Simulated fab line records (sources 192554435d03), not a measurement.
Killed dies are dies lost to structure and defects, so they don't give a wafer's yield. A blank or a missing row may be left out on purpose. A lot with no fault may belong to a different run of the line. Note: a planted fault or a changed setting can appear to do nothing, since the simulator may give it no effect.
A struck lot beside a sound one ; flow n5Finfet ; 15 out of 1938 route steps
Sound: the wafers L262.2, L262.5, L262.6. Wafers L271.1, L271.3, L271.4 were the ones struck. At the end, the cause is stated.
Each step with rows lists, per side, the tool, then ch with its chambers, then its first start. Under that, the readings that differ: sound wafers ; struck wafers ; difference of the means ; sigmas: that difference in standard deviations of wafers without a fault.
alike: readings whose means differ by less than 2 such deviations, and words and numbers that are the same on both sides. not compared: withheld readings, readings that some wafer has no value for, bounds like >300 that may hide the same value, and numbers for which the record gives no deviation and whose values overlap.
The two part at a step that has a row with sigmas, a row that says differs or no value, or rows on one side only. Non-overlapping numbers with no deviation appear without sigmas and do not part them. A reading that every wafer of one side lacks parts them only if that side has two wafers or more.

N5_HKMG_FIN_STRIP_69: strips in N2/H2, time 360 s.
  sound on plasmaAsher-01 ch 0,1, day 5 12:43; struck on plasmaAsher-02 ch 0,1, day 7 18:07
  alike: drypumpMotorCurrentA, heaterPowerW
  not compared: rfHoursCounterH
N5_HKMG_FIN_ALD_21: deposits TiN, target thk 1.5 nm, pulse time 1 s, purge time 3 s.
  sound on aldMetal-02 ch 0,1,2, day 5 13:11; struck on aldMetal-02 ch 0,2,3, day 7 18:30
  alike: chamberPressureTorr, heaterPowerOuterW, heaterPowerW, precursorPulseHeightRel
then, 1 step without rows for these wafers: N5_HKMG_FIN_ALD_72 (deposits W, target thk 2 nm, pulse time 1 s, purge time 2 s).
N5_HKMG_FIN_W_FILL_22: material W, target thk 60 nm, time 18.2 s.
  sound on cvdW-01 ch 0,1, day 5 13:37; struck on cvdW-02 ch 0,1, day 7 18:56
  alike: chamberPressureTorr, heaterPowerOuterW, heaterPowerW, throttleValvePct
then, 2 steps without rows for these wafers: N5_HKMG_FIN_PRECLEAN_83 (cleans in DIW, time 57.5 s); N5_HKMG_FIN_SRD_84 (dry time 32 s).
N5_HKMG_FIN_CMP_23: polishes, stops on SiNx, t overpolish 10 s, target thk 46.326 nm.
  sound on cmp-02 ch 0,3, day 5 13:48; struck on cmp-04 ch 0,1,3, day 7 19:02
  alike: edgeZonePressureFrac, headPressurePsi, motorCurrentA, overpolishRunS, slurryFilterDpKPa, timeToEndpointS
then, 1 step without rows for these wafers: N5_HKMG_FIN_CMP_94 (polishes, stops on SiNx, t overpolish 4.7 s, target thk 43.299 nm).
N5_HKMG_FIN_INSPECT_28: inspects for defects (darkfield).
  sound on defectInspect-02 at day 5 14:26; struck on defectInspect-01 at day 7 19:45
  alike: rawDefectCount
then, 1 step without rows for these wafers: N5_GATE_CUT_ETCHBACK_00 (etches W in SF6/Cl2).
N5_GATE_CUT_ETCH_56: etches TiN in Cl2/Ar, target depth 21.6 nm.
  sound on rieMetal-03 ch 0,1, day 5 14:35; struck on rieMetal-03 ch 0,1, day 7 19:54
  alike: drypumpMotorCurrentA, oesProductAu, throttleValvePct
  not compared: rfHoursCounterH
N5_GATE_CUT_ETCHBACK_30: etches TiN in Cl2/Ar, target depth 3 nm.
  sound on rieMetal-03 ch 0,1, day 5 14:40; struck on rieMetal-03 ch 0,1, day 7 19:59
  no value came back on the struck wafers for any of 5 readings (biasW (W), chamberPressureMTorr (mTorr) and others); on the sound wafers biasW (W) reads 59.96 59.92 60.05
  not compared: rfHoursCounterH
then, 1 step without rows for these wafers: N5_GATE_CUT_VAPOR_ETCH_60 (etches HfO2 in BCl3/Cl2).
-- here the record skips 8 days between the struck wafers' starts before and after, leaving off in module GATE_CUT and picking up in module BEOL_M4 (first step shown: number 1111 of the route) --
N5_BEOL_M4_RC_MEAS_101:
  sound on prober-01 ch 0, day 11 10:23; struck on prober-02 ch 0, day 15 18:53
reading;sound;struck;difference;sigmas
VT_P (mV);-250.5 -251.9 -252.7;-244.9 -245.8 -246.3;+6.0;+2
  alike: DIBL_N, DIBL_P, IOFF_N, IOFF_P, ION_N, ION_P, SS_N, SS_P, VT_N
-- here the record skips 5 days between the struck wafers' starts before and after, leaving off in module BEOL_M4 and picking up in module PASSIVATION (first step shown: number 1936 of the route) --
N5_PASSIVATION_PROBE_49:
  sound on prober-02 at day 15 13:06; struck on prober-02 at day 20 12:44
  alike: defectLimitedYield, killed_at_M0_to_M3, killed_at_M4_up, killedAtContacts, killedAtFrontEnd, killedAtOther, killedDies, killedOpen, killedShort, sort_bin_5_function, sort_bin_6_memory, sort_bin_8_speed, sortNPass, sortYieldPct

WHERE THEY PART
Earliest at N5_GATE_CUT_ETCHBACK_30; latest, in this record, at N5_BEOL_M4_RC_MEAS_101. Later steps at which nothing parts them and some readings are alike: N5_PASSIVATION_PROBE_49.

WHY: the cause the simulator had injected
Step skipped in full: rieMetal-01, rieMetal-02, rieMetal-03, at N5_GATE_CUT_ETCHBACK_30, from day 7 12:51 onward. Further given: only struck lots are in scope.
